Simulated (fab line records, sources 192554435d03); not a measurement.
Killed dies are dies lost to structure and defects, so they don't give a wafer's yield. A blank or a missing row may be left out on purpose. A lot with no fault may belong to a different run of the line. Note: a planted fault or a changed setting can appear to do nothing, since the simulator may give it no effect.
Chamber matching ; flow n5Finfet ; 3 sister chambers for N5_BEOL_M8_CURE_74 on uvCure-01
The step cures SiCOH lowk, time 240 s. 6 wafers are shown with their chamber, then 10 later ones without.

== WAFERS PAIRED WITH THEIR CHAMBERS ==
wafer;chamber;wafer_temp_C_max;lampPowerPct (%)
L085.5;0;386.4;52.25
L085.6;0;386.4;52.38
L087.4;1;386.1;52.36
L087.6;1;386.4;52.34
L088.1;2;386.0;52.27
L088.5;2;386.6;52.30

== WAFERS WITH NO CHAMBER GIVEN ==
wafer;wafer_temp_C_max;lampPowerPct (%)
L088.6;385.9;52.36
L089.2;385.9;52.41
L089.4;385.9;52.31
L089.6;386.6;52.32
L092.1;386.2;52.35
L092.2;386.5;52.29
L092.4;387.2;52.33
L093.1;386.0;52.39
L093.3;386.4;52.30
L093.4;386.1;52.39

== WHICH CHAMBER EACH ONE RAN IN ==
wafer;from the rows above;in truth
L088.6;can't be placed: 1 or 2 or 0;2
L089.2;can't be placed: 1 or 0 or 2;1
L089.4;can't be placed: 1 or 2 or 0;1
L089.6;can't be placed: 0 or 2 or 1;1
L092.1;can't be placed: 1 or 0 or 2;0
L092.2;can't be placed: 0 or 2 or 1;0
L092.4;can't be placed: 0 or 2 or 1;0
L093.1;can't be placed: 1 or 0 or 2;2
L093.3;can't be placed: 0 or 2 or 1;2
L093.4;can't be placed: 1 or 0 or 2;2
Placed correctly: 0 of 10. Cannot be placed on the basis of these rows: 10; the candidates contain the true chamber in 10. 0 placed wrongly.
How it was worked out, from the rows above alone: a wafer's distance from a chamber is the root of the sum, over the readings, of the square of ((its reading less the chamber's mean) divided by the reading's scatter). The wafer belongs to the nearest chamber; if the next one is less than 2 further off, it can't be placed. A chamber's mean is the mean of its shown wafers. The scatter: the root of (the sum of the squares of (reading less its chamber's mean) over the shown wafers, divided by (wafers less chambers)).
